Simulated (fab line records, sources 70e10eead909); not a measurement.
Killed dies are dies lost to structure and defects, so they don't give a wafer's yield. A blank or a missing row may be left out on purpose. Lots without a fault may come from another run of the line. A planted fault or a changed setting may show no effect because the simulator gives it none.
Chamber matching | flow nand_harc | NHARC_A_CONTACT_ETCH_77 on rie_diel-02: 4 sister chambers
The step etches the open film in CF4/CHF3, target depth 72.6 nm, time 36.3 s. 8 wafers are shown with their chamber, then 8 later ones without.

WAFERS WITH THEIR CHAMBER
wafer  | chamber | showerhead_plenum_p_Torr (Torr) | drypump_motor_current_A (A)
L436.1 | 1       | 1.65                            | 6.22
L436.6 | 2       | 1.52                            | 6.06
L441.1 | 1       | 1.65                            | 6.21
L441.2 | 0       | 1.54                            | 6.01
L437.3 | 2       | 1.52                            | 6.03
L437.4 | 0       | 1.55                            | 6.01
L437.6 | 3       | 1.51                            | 5.99
L442.2 | 3       | 1.51                            | 6.01

WAFERS WITHOUT THEIR CHAMBER
wafer  | showerhead_plenum_p_Torr (Torr) | drypump_motor_current_A (A)
L442.3 | 1.52                            | 6.06
L442.6 | 1.65                            | 6.24
L440.2 | 1.54                            | 6.02
L440.3 | 1.65                            | 6.22
L440.6 | 1.52                            | 6.08
L443.1 | 1.65                            | 6.22
L443.2 | 1.54                            | 6.03
L443.3 | 1.51                            | 5.98

WHICH CHAMBER EACH WENT THROUGH
wafer  | from the rows above | in truth
L442.3 | 2                   | 2
L442.6 | 1                   | 1
L440.2 | 0                   | 0
L440.3 | 1                   | 1
L440.6 | 2                   | 2
L443.1 | 1                   | 1
L443.2 | 0                   | 0
L443.3 | 3                   | 3
Placed correctly: 8 of 8. Can't be placed from these rows: 0. Placed wrongly: 0.
How it was worked out, from the rows above alone: a wafer's distance from a chamber is the root of the sum, over the readings, of the square of ((its reading less the chamber's mean) divided by the reading's scatter). The wafer belongs to the nearest chamber; if the next one is less than 2 further off, it can't be placed. A chamber's mean is the mean of its shown wafers. The scatter: the root of (the sum of the squares of (reading less its chamber's mean) over the shown wafers, divided by (wafers less chambers)).
